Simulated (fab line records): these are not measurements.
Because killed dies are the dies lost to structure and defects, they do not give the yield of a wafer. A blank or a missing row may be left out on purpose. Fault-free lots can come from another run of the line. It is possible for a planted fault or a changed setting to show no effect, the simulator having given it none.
Split-lot trial || flow n5 finfet || 21 wafers read from 7 lots, route of 1938 steps

== THE SPLIT ==
At N5_SDB_ETCH_17 (etches SiARC in CF4, target depth 23.4 nm, time 39 s), the setting bias w was moved away from the recipe's 36 W on 5 of the 21 wafers read, by +9.8% to +14.6%. All remaining wafers had this setting at the recipe value.

The reading is taken at the split's own step.

== THE READING ==
rf vpp V, in V, at N5_SDB_ETCH_17 (etches SiARC in CF4, target depth 23.4 nm, time 39 s). On this fab line, fault-free wafers typically give 184.5 V with a standard deviation of 1.1 V.

{"wafer": "L074.1", "tool, chamber at the split": "rie diel-02, 0", "bias w as run, W": 36, "against the recipe": "recipe", "rf vpp V, V": 185.5, "against lot-mates on the recipe": "-"}
{"wafer": "L074.5", "tool, chamber at the split": "rie diel-02, 2", "bias w as run, W": 36, "against the recipe": "recipe", "rf vpp V, V": 184.6, "against lot-mates on the recipe": "-"}
{"wafer": "L074.6", "tool, chamber at the split": "rie diel-02, 1", "bias w as run, W": 36, "against the recipe": "recipe", "rf vpp V, V": 186.7, "against lot-mates on the recipe": "-"}
{"wafer": "L083.3", "tool, chamber at the split": "rie diel-01, 0", "bias w as run, W": 36, "against the recipe": "recipe", "rf vpp V, V": 186.7, "against lot-mates on the recipe": "-"}
{"wafer": "L083.4", "tool, chamber at the split": "rie diel-01, 2", "bias w as run, W": 36, "against the recipe": "recipe", "rf vpp V, V": 186.3, "against lot-mates on the recipe": "-"}
{"wafer": "L083.5", "tool, chamber at the split": "rie diel-01, 2", "bias w as run, W": 36, "against the recipe": "recipe", "rf vpp V, V": 184.2, "against lot-mates on the recipe": "-"}
{"wafer": "L090.2", "tool, chamber at the split": "rie diel-01, 0", "bias w as run, W": 36, "against the recipe": "recipe", "rf vpp V, V": 184.7, "against lot-mates on the recipe": "-"}
{"wafer": "L090.3", "tool, chamber at the split": "rie diel-01, 3", "bias w as run, W": 36, "against the recipe": "recipe", "rf vpp V, V": 184.8, "against lot-mates on the recipe": "-"}
{"wafer": "L090.6", "tool, chamber at the split": "rie diel-01, 0", "bias w as run, W": 36, "against the recipe": "recipe", "rf vpp V, V": 186.3, "against lot-mates on the recipe": "-"}
{"wafer": "L094.1", "tool, chamber at the split": "rie diel-06, 1", "bias w as run, W": 40.74, "against the recipe": "+13.2%", "rf vpp V, V": 199.5, "against lot-mates on the recipe": "+15.9"}
{"wafer": "L094.3", "tool, chamber at the split": "rie diel-06, 3", "bias w as run, W": 36, "against the recipe": "recipe", "rf vpp V, V": 183.6, "against lot-mates on the recipe": "-"}
{"wafer": "L094.4", "tool, chamber at the split": "rie diel-06, 0", "bias w as run, W": 40.74, "against the recipe": "+13.2%", "rf vpp V, V": 198.2, "against lot-mates on the recipe": "+14.6"}
{"wafer": "L095.1", "tool, chamber at the split": "rie diel-01, 2", "bias w as run, W": 36, "against the recipe": "recipe", "rf vpp V, V": 183.0, "against lot-mates on the recipe": "-"}
{"wafer": "L095.3", "tool, chamber at the split": "rie diel-01, 3", "bias w as run, W": 41.25, "against the recipe": "+14.6%", "rf vpp V, V": 203.3, "against lot-mates on the recipe": "+20.3"}
{"wafer": "L095.5", "tool, chamber at the split": "rie diel-01, 1", "bias w as run, W": 41.25, "against the recipe": "+14.6%", "rf vpp V, V": 198.9, "against lot-mates on the recipe": "+15.9"}
{"wafer": "L096.1", "tool, chamber at the split": "rie diel-06, 0", "bias w as run, W": 36, "against the recipe": "recipe", "rf vpp V, V": 184.3, "against lot-mates on the recipe": "-"}
{"wafer": "L096.2", "tool, chamber at the split": "rie diel-06, 1", "bias w as run, W": 36, "against the recipe": "recipe", "rf vpp V, V": 184.6, "against lot-mates on the recipe": "-"}
{"wafer": "L096.6", "tool, chamber at the split": "rie diel-06, 3", "bias w as run, W": 39.52, "against the recipe": "+9.8%", "rf vpp V, V": 194.9, "against lot-mates on the recipe": "+10.5"}
{"wafer": "L097.1", "tool, chamber at the split": "rie diel-06, 3", "bias w as run, W": 36, "against the recipe": "recipe", "rf vpp V, V": 183.0, "against lot-mates on the recipe": "-"}
{"wafer": "L097.3", "tool, chamber at the split": "rie diel-06, 2", "bias w as run, W": 36, "against the recipe": "recipe", "rf vpp V, V": 184.5, "against lot-mates on the recipe": "-"}
{"wafer": "L097.5", "tool, chamber at the split": "rie diel-06, 1", "bias w as run, W": 36, "against the recipe": "recipe", "rf vpp V, V": 184.6, "against lot-mates on the recipe": "-"}

THE FIT
A straight line over all 21 wafers: rf vpp V changes by +1.09 V for each +1% of bias w; r = +0.98; the points scatter about the line by 1.3 V.
The same after taking each lot's own level away (the mean of its wafers on the recipe; 21 wafers): +1.19 V for each +1%; r = +0.99; scatter 1.1 V.
The reading moves by 17 V for the largest change in bias w, on that fit.
Measured against the standard deviation above, the lots' own levels, which go from 183.00 to 185.73 V, span 2.5 times it.
Hence the lot-to-lot level has little effect on the slope; both slopes agree.
Check: for one of the wafers moved furthest among these (+14.6%), held out of the fit, the line's prediction against its lot-mates is +16.4 V. It came out at +20.3 V against them.
Tool readings at the split's step, against how far the setting was moved: rf vpp V r = +0.98.

== THE OTHER SPLITS THESE WAFERS WENT THROUGH ==
Before the reading, these wafers also passed through other splits. Each is held against what the fit with the lots' levels taken away leaves over:
{"other split on the same wafers": "N5_WELL_APT_PEB_06 peb time s", "wafers away from the commonest value": 9, "r with rf vpp V (lot level and that fit taken away)": -0.13}
{"other split on the same wafers": "N5_WELL_APT_COAT_19 spin rpm", "wafers away from the commonest value": 10, "r with rf vpp V (lot level and that fit taken away)": -0.41}
{"other split on the same wafers": "N5_PMOS_HMC_CHANNEL_EPI_PEB_07 peb temp c", "wafers away from the commonest value": 6, "r with rf vpp V (lot level and that fit taken away)": "+0.16"}
{"other split on the same wafers": "N5_PMOS_HMC_CHANNEL_EPI_ETCH_32 bias w", "wafers away from the commonest value": 5, "r with rf vpp V (lot level and that fit taken away)": "+0.16"}
{"other split on the same wafers": "N5_FIN_CUT_CUT_ETCH_26 time s", "wafers away from the commonest value": 12, "r with rf vpp V (lot level and that fit taken away)": "+0.17"}
{"other split on the same wafers": "N5_DUMMY_GATE_COAT_28 spin rpm", "wafers away from the commonest value": 7, "r with rf vpp V (lot level and that fit taken away)": -0.50}
{"other split on the same wafers": "N5_SD_EPI_N_ETCH_16 target depth a", "wafers away from the commonest value": 6, "r with rf vpp V (lot level and that fit taken away)": "+0.04"}
{"other split on the same wafers": "N5_SD_EPI_N_EPI_21 temp c", "wafers away from the commonest value": 6, "r with rf vpp V (lot level and that fit taken away)": "+0.15"}

== THE FILE'S OWN FIT ==
rf vpp V changes by +1.18 V for each +1% of bias w, r = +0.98.
